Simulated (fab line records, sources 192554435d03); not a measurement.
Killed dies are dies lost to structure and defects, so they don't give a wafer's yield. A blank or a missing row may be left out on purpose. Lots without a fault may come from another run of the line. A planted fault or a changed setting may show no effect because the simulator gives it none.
fab line records | flow n5_finfet
record lots=10 wafers=27 last_day=17
route steps=1938 shown PMOS_HMC_CHANNEL_EPI@57 FIN_SAQP@95 BEOL_M4@1111 PASSIVATION@1936
lots that met no fault: from a run of the same line without faults
start_h: hours from the record's first day to the start of the lot's first wafer shown | wait_h: hours since the lot's step before | " the same as in the row above | L1.1+2: a row that stands for several wafers | - no value, or no start given | * or withheld: withheld | < > ~ a bound
route shown NAME@n: a module of which the file shows steps, and the number in the route of the first | usual: mean/standard deviation of fault-free wafers | same: alike in all rows | chamber/n: place in a boat | sites: the reading at each site | _std_site: their standard deviation | _edge_site: outer sites' mean less inner sites' | radius_mm: how far each site lies from the wafer's centre | mask NAME#n: copy n | behind: the tool/chamber that last shaped the wafer | hold: why the lot was held/for how many hours/how that ended | device: the transistor (n, p or np) that didn't switch | end of line: the same wafers' tests at the end of the route | a step without rows: its recipe alone | killed: dies lost to structure and defects at the first sort, not the wafer's yield | map: a wafer's dies, x killed, . not, _ none there
set.NAME: the setting as run; set.NAME@STEP: as run at that earlier step | model.NAME: the simulator's own value behind a step, which no gauge read
steps of the route over a sample of lots; a table a step, a row a wafer
services: from which hour (start_h, from the record's first day; less than 0 if before it) a tool's chamber was out of use, for how many hours, and why
## steps
# step N5_PMOS_HMC_CHANNEL_EPI_HM_DEP_34
# recipe material=SiO2 target_thk_a=360 temp_c=400 precursor=TEOS/O2 pressure_torr=6.5 rf_w=900 teos_flow_sccm=161.4 gas=O2 flow_sccm=2650 time_s=6.9
# usual heater_power_w=538/78 showerhead_plenum_p_Torr=8.352/0.029 throttle_valve_pct=18.7/1
# columns lot.wafer tool chamber start_h wait_h heater_power_w showerhead_plenum_p_Torr throttle_valve_pct
L716.1 pecvd-02 2 22.90 0.0 537 8.369 17.9
L716.3 " 0 " " 602 8.364 19.7
L716.6 " 0 " " 586 8.319 19.7
L718.2 pecvd-04 0 34.68 0.0 543 8.301 18.3
L718.3 " 1 " " 568 8.335 20.5
L718.5 " 0 " " 543 8.300 18.1
L720.2 pecvd-03 1 46.78 0.0 598 8.400 19.4
L720.4 " 0 " " 486 8.339 19.0
L720.6 " 1 " " 580 8.391 19.2
L724.1 pecvd-03 0 71.19 0.0 477 8.334 18.9
L724.4 " 2 " " 456 8.331 16.9
L726.1 pecvd-02 1 83.79 0.0 507 8.342 19.1
L726.4 " 0 " " 673 8.344 19.7
L727.1 pecvd-04 0 89.51 0.0 529 8.312 18.4
L727.4 " 0 " " 538 8.301 18.3
L730.2 pecvd-04 1 107.45 0.0 593 8.339 20.3
L730.5 " 1 " " 614 8.321 20.5
L730.6 " 0 " " 578 8.329 18.3
L732.1 pecvd-03 2 119.46 0.0 479 8.345 17.2
L732.2 " 1 " " 648 8.432 19.2
L732.6 " 1 " " 651 8.435 19.6
L737.1 pecvd-03 0 149.28 0.0 500 8.349 19.0
L737.2 " 1 " " 508 8.395 19.3
L737.5 " 2 " " 499 8.347 17.5
L738.1 pecvd-03 0 155.17 0.0 431 8.325 19.0
L738.2 " 2 " " 387 8.348 17.5
L738.5 " 0 " " 438 8.333 19.0
# step N5_PMOS_HMC_CHANNEL_EPI_OVL_MEAS_10
# recipe points_per_wafer=44
# usual PMOS_HMC_BLK_OVL=-0.7/0.7
# columns lot.wafer tool chamber start_h wait_h PMOS_HMC_BLK_OVL[nm]
L716.1 overlay-01 0 23.33 0.0 -0.8
L716.3 " 0 " " -0.8
L716.6 " 0 " " -0.4
L718.2 overlay-02 0 35.13 0.0 -1.9
L718.3 " 0 " " -1.2
L718.5 " 0 " " -0.1
L720.2 overlay-02 0 47.22 0.0 -2.1
L720.4 " 0 " " -1.4
L720.6 " 0 " " -2.1
L724.1 overlay-02 0 71.63 0.0 -0.5
L724.4 " 0 " " -2.1
L726.1 overlay-02 0 84.22 0.0 -0.7
L726.4 " 0 " " -0.4
L727.1 overlay-02 0 89.85 0.1 -1.1
L727.4 " 0 " " -1.2
L730.2 overlay-02 0 107.76 0.0 0.8
L730.5 " 0 " " 0.7
L730.6 " 0 " " -1.4
L732.1 overlay-01 0 119.90 0.0 -1.3
L732.2 " 0 " " -0.7
L732.6 " 0 " " -0.6
L737.1 overlay-01 0 149.71 0.0 -0.5
L737.2 " 0 " " -0.1
L737.5 " 0 " " -0.6
L738.1 overlay-02 0 155.61 0.0 -0.8
L738.2 " 0 " " -1.0
L738.5 " 0 " " 0.3
# step N5_PMOS_HMC_CHANNEL_EPI_FIN_RECESS_16
# recipe chemistry=HBr/Cl2 target=Si mask_material=SiO2 target_depth_a=540 time_s=18 pressure_mtorr=10 icp_w=800 bias_w=75 HBr_flow_sccm=150 Cl2_flow_sccm=80
# usual drypump_motor_current_A=5.78/0.27 oes_product_au=0.992/0.015 throttle_valve_pct=35.6/0.32
# columns lot.wafer tool chamber start_h wait_h drypump_motor_current_A oes_product_au rf_hours_counter_h throttle_valve_pct
L716.1 rie_si-02 3 23.85 0.0 5.84 0.963 22 35.2
L716.3 " 1 " " 5.81 1.005 184 35.4
L716.6 " 2 " " 5.83 0.993 - 35.8
L718.2 rie_si-06 2 35.81 0.0 6.05 0.988 6 35.5
L718.3 " 0 " " 5.92 1.028 7 36.2
L718.5 " 3 " " 6.22 0.987 - 35.3
L720.2 rie_si-02 3 48.48 0.0 5.85 0.963 23 35.2
L720.4 " 0 " " 5.24 0.994 67 35.7
L720.6 " 1 " " 5.80 0.999 - 35.4
L724.1 rie_si-02 0 72.28 0.0 5.23 0.987 68 35.7
L724.4 " 3 " " 5.83 0.971 23 35.2
L726.1 rie_si-02 0 84.94 0.0 5.24 0.977 68 35.7
L726.4 " 3 " " 5.84 0.960 23 35.2
L727.1 rie_si-02 0 90.64 0.0 5.23 0.985 68 35.7
L727.4 " 3 " " 5.84 0.969 24 35.2
L730.2 rie_si-01 1 108.51 0.0 5.99 0.998 19 35.5
L730.5 " 3 " " 5.90 0.994 - 35.6
L730.6 " 2 " " 5.34 0.995 - 35.3
L732.1 rie_si-01 1 120.41 0.0 5.98 0.999 19 35.5
L732.2 " 0 " " 5.75 0.998 177 36.2
L732.6 " 3 " " 5.91 0.992 - 35.7
L737.1 rie_si-06 2 150.23 0.0 6.02 0.992 8 35.5
L737.2 " 0 " " 5.88 1.031 9 36.3
L737.5 " 1 " " 5.80 0.979 - 35.9
L738.1 rie_si-06 0 156.18 0.0 5.91 1.032 9 36.2
L738.2 " 1 " " 5.86 0.979 163 35.9
L738.5 " 3 " " 6.20 0.997 - 35.2
# step N5_PMOS_HMC_CHANNEL_EPI_THK_MEAS_22
# recipe reads=SiGe30_of_PMOS_HMC_CHANNEL_EPI_EPI_20
# usual HMC_CMP_THK=53.6/0.81
# columns lot.wafer tool chamber start_h wait_h HMC_CMP_THK[nm]
L716.1 film_metro-01 - 25.66 - 54.1
L716.3 " - " " 53.4
L716.6 " - " " 55.5
L718.2 film_metro-02 - 38.02 - 53.0
L718.3 " - " " 54.3
L718.5 " - " " 53.0
L720.2 film_metro-01 - 50.68 - 54.0
L720.4 " - " " 53.5
L720.6 " - " " 52.6
L724.1 film_metro-02 - 74.58 - 34.7
L724.4 " - " " 53.9
L726.1 film_metro-02 - 87.23 - 34.3
L726.4 " - " " 53.9
L727.1 film_metro-02 - 93.38 - 34.6
L727.4 " - " " 53.9
L730.2 film_metro-01 - 110.58 - 53.2
L730.5 " - " " 54.0
L730.6 " - " " 53.4
L732.1 film_metro-01 - 122.63 - 53.1
L732.2 " - " " 53.3
L732.6 " - " " 53.6
L737.1 film_metro-01 - 152.11 - 52.8
L737.2 " - " " 54.2
L737.5 " - " " 52.7
L738.1 film_metro-01 - 157.98 - 54.9
L738.2 " - " " 53.4
L738.5 " - " " 53.8
# step N5_FIN_SAQP_DENSIFY_62
# recipe temp_c=700 time_s=60 ambient=N2 idle_temp_c=600 ramp_up_c_per_s=150 ramp_down_c_per_s=60 cool_to_c=600
# usual lamp_power_pct=9.85/0.052 lamp_zone_1_pct=9.847/0.011 wafer_temp_C_max=703.2/0.61
# columns lot.wafer tool chamber start_h wait_h lamp_power_pct lamp_zone_1_pct wafer_temp_C_max
L716.1 rtp_anneal-01 0 26.57 0.1 9.77 9.852 703.1
L716.3 " 0 " " 9.83 9.834 703.1
L716.6 " 0 " " 9.83 9.854 703.0
L718.2 rtp_anneal-02 0 38.96 0.1 9.94 9.853 703.4
L718.3 " 0 " " 9.88 9.829 703.6
L718.5 " 0 " " 9.81 9.859 703.1
L720.2 rtp_anneal-01 0 51.94 0.2 9.86 9.841 702.5
L720.4 " 0 " " 9.81 9.851 703.9
L720.6 " 0 " " 9.78 9.856 702.9
L724.1 rtp_anneal-01 0 75.56 0.1 9.84 9.856 704.3
L724.4 " 0 " " 9.94 9.856 704.3
L726.1 rtp_anneal-01 0 88.62 0.1 9.78 9.859 702.3
L726.4 " 0 " " 9.91 9.856 703.4
L727.1 rtp_anneal-02 0 95.11 0.1 9.87 9.854 703.5
L727.4 " 0 " " 9.90 9.858 703.3
L730.2 rtp_anneal-01 0 111.96 0.1 9.83 9.847 704.3
L730.5 " 0 " " 9.86 9.847 703.3
L730.6 " 0 " " 9.88 9.850 702.2
L732.1 rtp_anneal-02 0 123.59 0.1 9.77 9.865 704.4
L732.2 " 0 " " 9.84 9.849 703.0
L732.6 " 0 " " 9.77 9.834 703.4
L737.1 rtp_anneal-01 0 153.34 0.2 9.90 9.865 704.1
L737.2 " 0 " " 9.80 9.834 703.0
L737.5 " 0 " " 9.90 9.853 703.4
L738.1 rtp_anneal-01 0 159.10 0.2 9.85 9.836 702.6
L738.2 " 0 " " 9.89 9.840 703.4
L738.5 " 0 " " 9.93 9.850 703.3
# step N5_BEOL_M4_RC_MEAS_101
# usual CJ_P=5.81/0.16 DIBL_N=35.8/1.8 DIBL_P=35.6/2 IOFF_N=0.148/0.028 IOFF_P=0.20/0.034 ION_N=672/12 ION_P=462/8.5 SS_N=71.2/0.65 SS_P=73.1/0.67 VT_N=251/3.3 VT_P=-251/3.8
# columns lot.wafer tool chamber start_h wait_h CJ_P DIBL_N[mV/V] DIBL_P[mV/V] IOFF_N[nA/um] IOFF_P[nA/um] ION_N[uA/um] ION_P[uA/um] SS_N[mV/dec] SS_P[mV/dec] VT_N[mV] VT_P[mV]
L716.1 prober-01 0 170.97 0.0 5.75 37.7 38.6 0.156 0.22 647 451 72.1 73.9 252 -247
L716.3 " 0 " " 6.09 36.9 36.7 0.151 0.20 672 461 70.9 72.5 252 -248
L716.6 " 0 " " 5.54 36.8 37.4 0.145 0.21 674 464 70.4 73.5 250 -248
L718.2 prober-01 0 192.61 0.2 5.86 36.3 34.1 0.138 0.20 662 464 71.5 73.2 253 -248
L718.3 " 0 " " 5.53 36.9 34.5 0.141 0.21 675 469 70.9 73.8 253 -248
L718.5 " 0 " " 5.78 38.3 36.7 0.175 0.24 677 468 71.1 73.7 247 -248
L720.2 prober-01 0 196.57 0.2 5.83 37.6 36.9 0.169 0.20 693 465 71.9 73.8 245 -252
L720.4 " 0 " " 5.92 37.9 37.5 0.162 0.22 684 461 71.7 74.0 247 -249
L720.6 " 0 " " 6.07 36.8 35.5 0.147 0.18 675 462 71.4 72.9 251 -254
L724.1 prober-02 0 218.10 0.0 6.39 36.0 36.4 0.134 0.15 676 377 71.1 72.9 253 -256
L724.4 " 0 " " 5.81 35.2 34.7 0.137 0.19 677 468 70.8 72.4 250 -249
L726.1 prober-01 0 231.54 0.0 6.52 35.1 34.8 0.135 0.14 666 376 71.8 71.8 252 -257
L726.4 " 0 " " 5.74 34.7 35.5 0.142 0.19 678 463 71.1 72.4 249 -250
L727.1 prober-01 0 242.14 0.0 6.46 35.6 36.8 0.158 0.16 679 377 71.1 73.6 248 -261
L727.4 " 0 " " 5.81 34.9 35.4 0.152 0.20 679 460 71.2 73.0 250 -249
L730.2 prober-02 0 262.13 0.2 5.85 32.9 33.5 0.126 0.21 676 472 70.3 73.4 251 -248
L730.5 " 0 " " 5.52 35.7 35.7 0.171 0.24 688 475 71.7 74.5 247 -245
L730.6 " 0 " " 5.79 34.3 34.1 0.139 0.22 684 471 71.1 73.3 252 -244
L732.1 prober-02 0 264.20 0.0 5.81 38.4 39.2 0.153 0.18 669 448 71.5 74.0 255 -254
L732.2 " 0 " " 6.01 32.6 32.9 0.076 0.12 626 430 70.0 71.7 266 -260
L732.6 " 0 " " 5.82 36.1 37.3 0.117 0.16 662 449 70.3 73.5 259 -257
L737.1 prober-02 0 306.87 0.0 5.90 35.8 35.0 0.147 0.19 677 463 71.3 72.4 250 -248
L737.2 " 0 " " 5.82 38.4 37.4 0.197 0.24 691 478 71.6 72.5 246 -247
L737.5 " 0 " " 6.04 35.3 33.1 0.138 0.18 682 464 71.0 71.9 254 -250
L738.1 prober-02 0 310.71 0.0 5.73 34.5 34.1 0.145 0.19 673 471 70.7 72.4 249 -249
L738.2 " 0 " " 5.89 35.1 35.6 0.163 0.21 687 470 70.5 72.9 246 -247
L738.5 " 0 " " 5.76 35.3 35.2 0.164 0.21 692 469 70.9 72.9 247 -247
# step N5_PASSIVATION_PROBE_49
# usual defect_limited_yield=91.3/1.5 killed_at_M0_to_M3=34/11 killed_at_M4_up=14/6.1 killed_at_contacts=12/5.9 killed_at_front_end=39/11 killed_at_other=4/3.3 killed_dies=102/18 killed_open=67/13 killed_short=33/7.9 sort_bin_5_function=5.1/1 sort_bin_6_memory=3.3/0.7 sort_bin_8_speed=0.1/0.69 sort_n_pass=1077/19 sort_yield_pct=91.3/1.6
# same gross_dies=1180 killed_at_back_side=0 sort_bin_4_leakage[%]=0
# columns lot.wafer tool chamber start_h wait_h defect_limited_yield[%] killed_at_M0_to_M3 killed_at_M4_up killed_at_contacts killed_at_front_end killed_at_other killed_dies killed_open killed_short sort_bin_5_function[%] sort_bin_6_memory[%] sort_bin_8_speed[%] sort_n_pass sort_yield_pct[%]
L724.1 prober-01 - 322.02 0.0 92.4 28 8 7 40 7 90 49 33 4.1 2.6 92.4 0 0
L724.4 prober-01 - 322.17 0.2 91.1 33 11 17 44 0 105 67 37 5.2 3.6 0 1075 91.1
L726.1 prober-01 - 328.07 0.0 91.0 49 9 6 37 5 106 70 33 5.8 2.8 91.0 0 0
L726.4 prober-01 - 328.22 0.2 93.2 40 10 7 16 7 80 44 35 4.6 2.1 0 1100 93.2
L727.1 prober-02 - 343.02 0.0 89.5 71 14 13 26 0 124 91 31 6.9 3.4 89.5 0 0
L727.4 prober-02 - 343.17 0.2 89.7 54 17 14 35 2 122 73 46 5.5 4.3 0 1058 89.7
# killed by level:class
L724.1 BEOL_M0_SAQP:geometric_particle:short=10 GATE_CUT:geometric_particle:open=9 BEOL_M1:geometric_particle:open=6 HKMG_FIN:area_etch=6 STI_FIN_REVEAL:geometric_particle:open=5 MOL_CONTACT_COAG:geometric_particle:short=4 BEOL_M0_SAQP:geometric_particle:open=4 STARTING-WAFER:geometric_particle:open=4
L724.4 MOL_CONTACT_COAG:geometric_particle:open=14 GATE_CUT:geometric_particle:short=11 BEOL_M0_SAQP:geometric_particle:open=9 BEOL_M0_SAQP:geometric_particle:short=8 BEOL_M3:geometric_particle:open=7 STI_FIN_REVEAL:geometric_particle:open=6 GATE_CUT:geometric_particle:open=6 FIN_SAQP:geometric_particle:short=5
L726.1 BEOL_M0_SAQP:geometric_particle:open=12 GATE_CUT:geometric_particle:open=12 BEOL_M1:geometric_particle:open=8 BEOL_M0:geometric_particle:open=7 FIN_SAQP:geometric_particle:open=6 BEOL_M0_SAQP:geometric_particle:short=6 BEOL_M1:geometric_particle:short=6 GATE_CUT:geometric_particle:short=5
L726.4 BEOL_M0_SAQP:geometric_particle:short=9 BEOL_M0_SAQP:geometric_particle:open=7 BEOL_M1:geometric_particle:open=7 BEOL_M4:geometric_particle:open=6 MOL_CONTACT_COAG:geometric_particle:open=5 BEOL_M3:geometric_particle:open=4 FIN_SAQP:geometric_particle:short=3 GATE_CUT:geometric_particle:short=3
L727.1 BEOL_M3:geometric_particle:open=22 MOL_CONTACT_COAG:geometric_particle:open=12 STI_FIN_REVEAL:geometric_particle:open=11 BEOL_M0_SAQP:geometric_particle:open=10 BEOL_M0_SAQP:geometric_particle:short=10 BEOL_M2:geometric_particle:short=9 BEOL_M2:geometric_particle:open=8 BEOL_M1:geometric_particle:open=7
L727.4 BEOL_M0_SAQP:geometric_particle:short=14 MOL_CONTACT_COAG:geometric_particle:open=12 BEOL_M0_SAQP:geometric_particle:open=10 BEOL_M1:geometric_particle:open=8 BEOL_M3:geometric_particle:open=7 FIN_SAQP:geometric_particle:short=6 FIN_SAQP:geometric_particle:open=6 BEOL_M4:geometric_particle:open=6
## services
# columns tool chamber start_h hours kind
pecvd-04 1 14.00 5.4 repair
pecvd-04 2 21.12 - clean
pecvd-04 2 21.12 - consumable_replace:showerhead
pecvd-04 2 21.12 29.0 scheduled_down
pecvd-04 2 21.12 29.0 vent_cycle
pecvd-03 2 22.65 5.5 scheduled_down
pecvd-04 - 28.52 6.0 pm
rie_si-06 3 41.44 53.8 repair
pecvd-03 1 59.23 46.4 repair
rie_si-01 1 59.49 1.5 repair
rtp_anneal-02 - 61.30 4.6 pm
rtp_anneal-02 - 106.03 1.2 pm
pecvd-04 - 127.86 5.5 pm
pecvd-04 2 142.72 2.1 scheduled_down
pecvd-04 2 147.09 5.5 scheduled_down
## key
first_sign step=N5_PMOS_HMC_CHANNEL_EPI_THK_MEAS_22 reading=HMC_CMP_THK direction=down sigmas=24 usual=53.6 struck=34.5
effect step=N5_BEOL_M4_RC_MEAS_101 reading=ION_P direction=down sigmas=10 usual=462 struck=376
effect step=N5_BEOL_M4_RC_MEAS_101 reading=CJ_P direction=up sigmas=4.1 usual=5.81 struck=6.46
effect step=N5_PASSIVATION_PROBE_49 reading=sort_bin_8_speed direction=up sigmas=99+ usual=0.1 struck=91.0
met_at N5_PMOS_HMC_CHANNEL_EPI_FIN_RECESS_16
struck_lots L724,L726,L727
struck_wafers L724.1,L726.1,L727.1
not_acting_at N5_PMOS_HMC_CHANNEL_EPI_HM_DEP_34,N5_PMOS_HMC_CHANNEL_EPI_OVL_MEAS_10,N5_FIN_SAQP_DENSIFY_62
onset_between 48.48 72.28
fault kind=process_parameter_drift tool=rie_si-02 chamber=- onset_h=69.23 steps=N5_PMOS_HMC_CHANNEL_EPI_FIN_RECESS_16 channel=time_s offset=* shape=step end_h=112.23 scope=struck_wafers_only acts_in=* stated=*
